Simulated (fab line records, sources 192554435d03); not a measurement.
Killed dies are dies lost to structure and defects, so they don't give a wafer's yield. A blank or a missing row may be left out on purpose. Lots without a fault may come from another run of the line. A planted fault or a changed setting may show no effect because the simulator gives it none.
Which tool did it? | flow n5_finfet | 24 lots, 72 wafers sampled, at 6 steps of a route of 1938

WHAT THE GAUGES READ, wafer by wafer
N5_BEOL_M6_CD_MEAS_18: pitch 80 nm, target cd 40 nm.
lot  | measured     | on        | cd_nm (nm)
L074 | day 9 21:33  | cd_sem-03 | 40.4 39.3 39.8
L075 | day 10 01:27 | cd_sem-03 | 40.3 39.8 40.1
L077 | day 10 07:01 | cd_sem-03 | 40.6 40.4 40.5
L078 | day 10 22:35 | cd_sem-02 | 39.9 39.3 39.5
L076 | day 10 23:51 | cd_sem-03 | 39.9 40.2 39.8
L079 | day 11 01:55 | cd_sem-03 | 39.5 39.4 39.1
L080 | day 11 06:29 | cd_sem-03 | 39.8 39.6 40.6
L081 | day 11 10:08 | cd_sem-03 | 40.2 39.6 39.9
L082 | day 11 20:58 | cd_sem-03 | 40.9 40.6 40.6
L083 | day 12 02:34 | cd_sem-02 | 39.7 39.7 40.0
L084 | day 12 10:55 | cd_sem-03 | 40.8 40.7 41.6
L086 | day 12 11:29 | cd_sem-01 | 39.7 39.9 39.5
L085 | day 12 23:31 | cd_sem-03 | 39.4 39.7 39.4
L087 | day 13 02:20 | cd_sem-03 | 39.1 40.3 40.1
L088 | day 13 06:17 | cd_sem-03 | 39.8 39.1 39.2
L089 | day 13 10:40 | cd_sem-03 | 40.3 39.6 40.3
L090 | day 13 19:19 | cd_sem-01 | 40.3 40.0 40.7
L091 | day 14 05:36 | cd_sem-03 | 39.7 39.4 39.1
L092 | day 14 08:22 | cd_sem-02 | 39.4 40.2 39.7
L093 | day 14 14:58 | cd_sem-02 | 39.2 40.3 40.0
L094 | day 14 18:18 | cd_sem-03 | 40.2 40.3 39.6
L095 | day 14 21:57 | cd_sem-03 | 38.8 39.4 39.4
L096 | day 15 09:13 | cd_sem-02 | 39.9 40.0 40.0
L097 | day 15 22:05 | cd_sem-03 | 39.6 40.1 39.2

N5_BEOL_M6_INSPECT_30: inspects for defects (brightfield).
lot  | measured     | on                | raw_defect_count
L074 | day 9 22:08  | defect_inspect-02 | 343 340 368
L075 | day 10 01:50 | defect_inspect-02 | 734 636 429
L077 | day 10 08:25 | defect_inspect-02 | 401 403 384
L078 | day 11 00:04 | defect_inspect-02 | 454 393 455
L076 | day 11 00:16 | defect_inspect-02 | 448 380 566
L079 | day 11 04:50 | defect_inspect-02 | 361 387 321
L080 | day 11 09:07 | defect_inspect-01 | 259 300 255
L081 | day 11 12:29 | defect_inspect-02 | 398 297 327
L082 | day 11 21:46 | defect_inspect-01 | 324 353 358
L083 | day 12 04:09 | defect_inspect-01 | 331 403 501
L084 | day 12 11:21 | defect_inspect-01 | 273 440 415
L086 | day 12 11:53 | defect_inspect-01 | 442 447 587
L085 | day 13 00:46 | defect_inspect-02 | 513 339 300
L087 | day 13 02:50 | defect_inspect-02 | 314 426 365
L088 | day 13 07:35 | defect_inspect-02 | 455 655 548
L089 | day 13 13:03 | defect_inspect-01 | 422 490 383
L090 | day 13 22:17 | defect_inspect-02 | 357 308 442
L091 | day 14 06:23 | defect_inspect-01 | 289 511 367
L092 | day 14 10:58 | defect_inspect-01 | 388 366 341
L093 | day 14 15:43 | defect_inspect-01 | 357 344 386
L094 | day 14 18:59 | defect_inspect-02 | 452 435 356
L095 | day 14 22:21 | defect_inspect-01 | 327 252 442
L096 | day 15 09:40 | defect_inspect-02 | 432 496 345
L097 | day 16 02:08 | defect_inspect-02 | 353 343 430

WHICH TOOL RAN EACH LOT (tool, then ch and the chambers of the sampled wafers, then the start)
lot  | N5_BEOL_M5_STRIP_36                | N5_BEOL_M5_ANNEAL_82         | N5_BEOL_M5_CMP_52             | N5_BEOL_M5_PRE_CLEAN_77
L074 | rie_diel-06 ch 0,1,3, day 9 11:19  | pvd_sputter-01, day 9 14:19  | cmp-01 ch 0,2,3, day 9 18:02  | cvd_co-01 ch 1,2, day 9 18:19
L075 | rie_diel-04 ch 2,3, day 9 14:56    | pvd_sputter-01, day 9 18:44  | cmp-03 ch 1,3, day 9 22:31    | cvd_co-02 ch 1,2, day 9 22:49
L077 | rie_diel-01 ch 0,2, day 9 20:23    | pvd_sputter-02, day 9 23:05  | cmp-04 ch 0,3, day 10 03:14   | cvd_co-01 ch 0,1,2, day 10 03:34
L078 | rie_diel-01 ch 0,1, day 10 13:26   | pvd_sputter-01, day 10 16:06 | cmp-03 ch 1,2, day 10 20:04   | cvd_co-02 ch 0,2, day 10 20:24
L076 | rie_diel-01 ch 0,1,2, day 10 13:59 | pvd_sputter-03, day 10 16:55 | cmp-01 ch 0,2,3, day 10 20:41 | cvd_co-01 ch 0,1,2, day 10 20:56
L079 | rie_diel-01 ch 0,1,3, day 10 14:25 | pvd_sputter-02, day 10 18:53 | cmp-03 ch 1,2,3, day 10 22:39 | cvd_co-02 ch 0,1, day 10 22:56
L080 | rie_diel-06 ch 0,2,3, day 10 20:37 | pvd_sputter-02, day 10 23:59 | cmp-01 ch 0,3, day 11 03:43   | cvd_co-01 ch 0,1, day 11 04:00
L081 | rie_diel-06 ch 0,1, day 10 23:31   | pvd_sputter-03, day 11 02:40 | cmp-03 ch 0,1,3, day 11 06:20 | cvd_co-01 ch 0,1,2, day 11 06:40
L082 | rie_diel-04 ch 1,2,3, day 11 10:02 | pvd_sputter-02, day 11 14:17 | cmp-03 ch 0,1,2, day 11 17:59 | cvd_co-02 ch 0,1,2, day 11 18:19
L083 | rie_diel-06 ch 0,2,3, day 11 15:55 | pvd_sputter-01, day 11 18:47 | cmp-04 ch 1,2,3, day 11 22:53 | cvd_co-01 ch 1,2, day 11 23:13
L084 | rie_diel-06 ch 1,3, day 11 22:23   | pvd_sputter-02, day 12 01:27 | cmp-03 ch 1,2, day 12 05:08   | cvd_co-01 ch 0,1, day 12 05:29
L086 | rie_diel-04 ch 0,1,2, day 11 22:35 | pvd_sputter-03, day 12 01:40 | cmp-01 ch 0,2,3, day 12 05:56 | cvd_co-02 ch 0,1,2, day 12 06:20
L085 | rie_diel-01 ch 1,2,3, day 12 10:28 | pvd_sputter-03, day 12 13:43 | cmp-03 ch 0,1, day 12 17:28   | cvd_co-01 ch 0,2, day 12 17:53
L087 | rie_diel-06 ch 0,1,2, day 12 15:44 | pvd_sputter-03, day 12 18:43 | cmp-03 ch 0,2,3, day 12 22:23 | cvd_co-02 ch 0,1,2, day 12 22:44
L088 | rie_diel-04 ch 0,1,3, day 12 21:22 | pvd_sputter-02, day 13 00:08 | cmp-01 ch 0,1, day 13 03:49   | cvd_co-01 ch 1,2, day 13 04:09
L089 | rie_diel-06 ch 0,2,3, day 13 00:43 | pvd_sputter-01, day 13 03:54 | cmp-04 ch 0,1,3, day 13 07:35 | cvd_co-01 ch 0,2, day 13 07:55
L090 | rie_diel-01 ch 0,2,3, day 13 08:58 | pvd_sputter-02, day 13 11:29 | cmp-03 ch 2,3, day 13 15:10   | cvd_co-01 ch 0,1,2, day 13 15:29
L091 | rie_diel-06 ch 0,1,3, day 13 18:56 | pvd_sputter-02, day 13 21:34 | cmp-03 ch 0,1,3, day 14 01:19 | cvd_co-01 ch 0,1,2, day 14 01:35
L092 | rie_diel-06 ch 2,3, day 13 22:14   | pvd_sputter-03, day 14 01:15 | cmp-04 ch 1,2, day 14 04:59   | cvd_co-02 ch 0,2, day 14 05:17
L093 | rie_diel-01 ch 0,1,3, day 14 04:19 | pvd_sputter-03, day 14 07:26 | cmp-01 ch 0,1, day 14 11:10   | cvd_co-01 ch 0,2, day 14 11:28
L094 | rie_diel-04 ch 1,2, day 14 06:40   | pvd_sputter-02, day 14 09:41 | cmp-01 ch 1,2,3, day 14 13:43 | cvd_co-01 ch 0,1, day 14 13:56
L095 | rie_diel-01 ch 2,3, day 14 11:06   | pvd_sputter-03, day 14 13:48 | cmp-04 ch 0,1,3, day 14 17:35 | cvd_co-01 ch 0,2, day 14 17:49
L096 | rie_diel-01 ch 0,1,2, day 14 22:40 | pvd_sputter-03, day 15 01:11 | cmp-04 ch 0,2,3, day 15 04:52 | cvd_co-02 ch 0,2, day 15 05:12
L097 | rie_diel-04 ch 0,1,2, day 15 10:55 | pvd_sputter-02, day 15 13:26 | cmp-04 ch 0,1,3, day 15 17:19 | cvd_co-02 ch 0,2, day 15 17:36
- N5_BEOL_M5_STRIP_36: strips in N2/H2.
- N5_BEOL_M5_ANNEAL_82: time 1800 s.
- N5_BEOL_M5_CMP_52: polishes, stops on SiCOH lowk, t overpolish 6.9 s, target thk 62 nm.
- N5_BEOL_M5_PRE_CLEAN_77: time 15 s.

WHAT THE TOOLS THEMSELVES READ (means of the sampled wafers that have a number; where no wafer has one, the mark that the record gives instead)
N5_BEOL_M5_STRIP_36.
lot  | tool        | drypump_motor_current_A (A) | oes_product_au (a.u.) | rf_vpp_V (V) | showerhead_plenum_p_Torr (Torr) | temp_c (C) | throttle_valve_pct (%)
L074 | rie_diel-06 | 5.4                         | 0.78                  | 59.5         | 2.51                            | 40.04      | 23.78
L075 | rie_diel-04 | 6.1                         | 0.80                  | 60.3         | 2.49                            | 40.06      | 23.85
L077 | rie_diel-01 | 5.1                         | 0.77                  | 57.6         | 2.48                            | 39.98      | 23.59
L078 | rie_diel-01 | 6.4                         | 0.81                  | 58.3         | 2.56                            | 39.93      | 23.59
L076 | rie_diel-01 | 5.6                         | 0.79                  | 59.3         | 2.52                            | 40.04      | 23.60
L079 | rie_diel-01 | 5.9                         | 0.83                  | 59.7         | 2.54                            | 39.95      | 23.49
L080 | rie_diel-06 | 6.0                         | 0.83                  | 59.4         | 2.53                            | 39.93      | 23.83
L081 | rie_diel-06 | 5.3                         | 0.76                  | 59.4         | 2.54                            | 39.98      | 23.66
L082 | rie_diel-04 | 6.0                         | 0.79                  | 59.6         | 2.55                            | 39.96      | 23.75
L083 | rie_diel-06 | 6.0                         | 0.82                  | 60.3         | 2.53                            | 40.04      | 23.85
L084 | rie_diel-06 | 5.0                         | 0.71                  | 58.2         | 2.47                            | 40.11      | 23.79
L086 | rie_diel-04 | 5.8                         | 0.80                  | 60.0         | 2.59                            | 40.01      | 23.73
L085 | rie_diel-01 | 5.7                         | 0.79                  | 59.3         | 2.49                            | 40.02      | 23.57
L087 | rie_diel-06 | 5.9                         | 0.82                  | 59.3         | 2.55                            | 39.97      | 23.72
L088 | rie_diel-04 | 5.7                         | 0.84                  | 60.7         | 2.64                            | 40.09      | 23.59
L089 | rie_diel-06 | 6.0                         | 0.80                  | 59.9         | 2.52                            | 40.04      | 23.87
L090 | rie_diel-01 | 5.2                         | 0.79                  | 58.9         | 2.48                            | 39.94      | 23.52
L091 | rie_diel-06 | 5.4                         | 0.75                  | 58.1         | 2.49                            | 40.00      | 23.79
L092 | rie_diel-06 | 6.1                         | 0.81                  | 58.2         | 2.52                            | 40.11      | 23.94
L093 | rie_diel-01 | 5.9                         | 0.81                  | 61.8         | 2.53                            | 40.00      | 23.52
L094 | rie_diel-04 | 6.1                         | 0.73                  | 60.7         | 2.50                            | 40.03      | 23.96
L095 | rie_diel-01 | 5.1                         | 0.77                  | 59.4         | 2.44                            | 40.01      | 23.60
L096 | rie_diel-01 | 5.7                         | 0.76                  | 59.6         | 2.51                            | 40.05      | 23.65
L097 | rie_diel-04 | 5.8                         | 0.77                  | 58.5         | 2.58                            | 40.07      | 23.75

N5_BEOL_M5_ANNEAL_82.
lot  | tool           | heater_power_w (W)
L074 | pvd_sputter-01 | 767
L075 | pvd_sputter-01 | 776
L077 | pvd_sputter-02 | 807
L078 | pvd_sputter-01 | 800
L076 | pvd_sputter-03 | 820
L079 | pvd_sputter-02 | 833
L080 | pvd_sputter-02 | 827
L081 | pvd_sputter-03 | 819
L082 | pvd_sputter-02 | 825
L083 | pvd_sputter-01 | 776
L084 | pvd_sputter-02 | 830
L086 | pvd_sputter-03 | 837
L085 | pvd_sputter-03 | 822
L087 | pvd_sputter-03 | 845
L088 | pvd_sputter-02 | 797
L089 | pvd_sputter-01 | 810
L090 | pvd_sputter-02 | 848
L091 | pvd_sputter-02 | 831
L092 | pvd_sputter-03 | 819
L093 | pvd_sputter-03 | 817
L094 | pvd_sputter-02 | 815
L095 | pvd_sputter-03 | 836
L096 | pvd_sputter-03 | 831
L097 | pvd_sputter-02 | 824

N5_BEOL_M5_CMP_52.
lot  | tool   | barrier_field_endpoint_s (s) | motor_current_A (A) | overpolish_run_s (s) | slurry_flow_ml_min | time_to_endpoint_s (s)
L074 | cmp-01 | 25.4                         | 6.1                 | 6.890                | 149.9              | 66.1
L075 | cmp-03 | 24.2                         | 5.7                 | 6.898                | 150.2              | 62.6
L077 | cmp-04 | 25.2                         | 6.5                 | 6.901                | 149.7              | 67.3
L078 | cmp-03 | 25.6                         | 6.4                 | 6.906                | 149.7              | 65.6
L076 | cmp-01 | 25.6                         | 6.2                 | 6.909                | 150.3              | 66.2
L079 | cmp-03 | 24.9                         | 6.2                 | 6.905                | 149.5              | 62.9
L080 | cmp-01 | 24.9                         | 6.3                 | 6.906                | 150.3              | 65.7
L081 | cmp-03 | 24.5                         | 5.8                 | 6.902                | 150.2              | 62.4
L082 | cmp-03 | 24.4                         | 6.1                 | 6.896                | 150.1              | 63.2
L083 | cmp-04 | 25.4                         | 6.0                 | 6.910                | 150.0              | 64.6
L084 | cmp-03 | 24.4                         | 5.8                 | 6.898                | 150.2              | 62.0
L086 | cmp-01 | 25.0                         | 6.0                 | 6.898                | 150.0              | 64.6
L085 | cmp-03 | 25.4                         | 5.9                 | 6.893                | 149.9              | 64.4
L087 | cmp-03 | 25.1                         | 6.1                 | 6.913                | 150.2              | 64.8
L088 | cmp-01 | 24.9                         | 6.2                 | 6.893                | 150.0              | 64.0
L089 | cmp-04 | 24.6                         | 6.4                 | 6.897                | 149.6              | 63.8
L090 | cmp-03 | 24.9                         | 6.0                 | 6.908                | 149.8              | 66.7
L091 | cmp-03 | 25.1                         | 5.6                 | 6.908                | 150.1              | 65.5
L092 | cmp-04 | 24.9                         | 5.5                 | 6.901                | 150.3              | 64.3
L093 | cmp-01 | 24.2                         | 6.2                 | 6.903                | 149.5              | 63.9
L094 | cmp-01 | 25.1                         | 6.3                 | 6.895                | 150.1              | 63.2
L095 | cmp-04 | 25.1                         | 6.5                 | 6.898                | 150.0              | 64.7
L096 | cmp-04 | 25.1                         | 5.9                 | 6.898                | 149.6              | 64.7
L097 | cmp-04 | 24.4                         | 6.4                 | 6.897                | 149.8              | 62.5

N5_BEOL_M5_PRE_CLEAN_77.
lot  | tool      | heater_power_w (W)
L074 | cvd_co-01 | 83
L075 | cvd_co-02 | 96
L077 | cvd_co-01 | 80
L078 | cvd_co-02 | 76
L076 | cvd_co-01 | 80
L079 | cvd_co-02 | 78
L080 | cvd_co-01 | 90
L081 | cvd_co-01 | 80
L082 | cvd_co-02 | 89
L083 | cvd_co-01 | 82
L084 | cvd_co-01 | 90
L086 | cvd_co-02 | 86
L085 | cvd_co-01 | 79
L087 | cvd_co-02 | 88
L088 | cvd_co-01 | 85
L089 | cvd_co-01 | 69
L090 | cvd_co-01 | 80
L091 | cvd_co-01 | 81
L092 | cvd_co-02 | 76
L093 | cvd_co-01 | 80
L094 | cvd_co-01 | 92
L095 | cvd_co-01 | 79
L096 | cvd_co-02 | 77
L097 | cvd_co-02 | 77

THE ANSWER, worked out from the rows above alone
Rule: what is usual is taken from the lots themselves. Put in order of their means at a reading, lots are off if they are a third of the lots or fewer, leave a main group of 4 or more, and stand apart from it by a gap of 3 or more times the standard deviation of the main group's means; of several such gaps the widest counts. A main group whose means are all the same, to the digits that the tables above print for the reading, isn't used. A lot without any number at a reading at which 4 lots or more have one is off too. The other lots that the step has rows for count as sound. The gauges are gone through in route order, then the tools' own readings, and for those a lot's mean is taken as printed above. The first step at which some lot is off is used, and at that step the reading that is off furthest; a lot without a number counts as furthest.
No lot is off at any reading shown: from this, nothing can be told.

WHAT THE SIMULATOR HAD PUT IN
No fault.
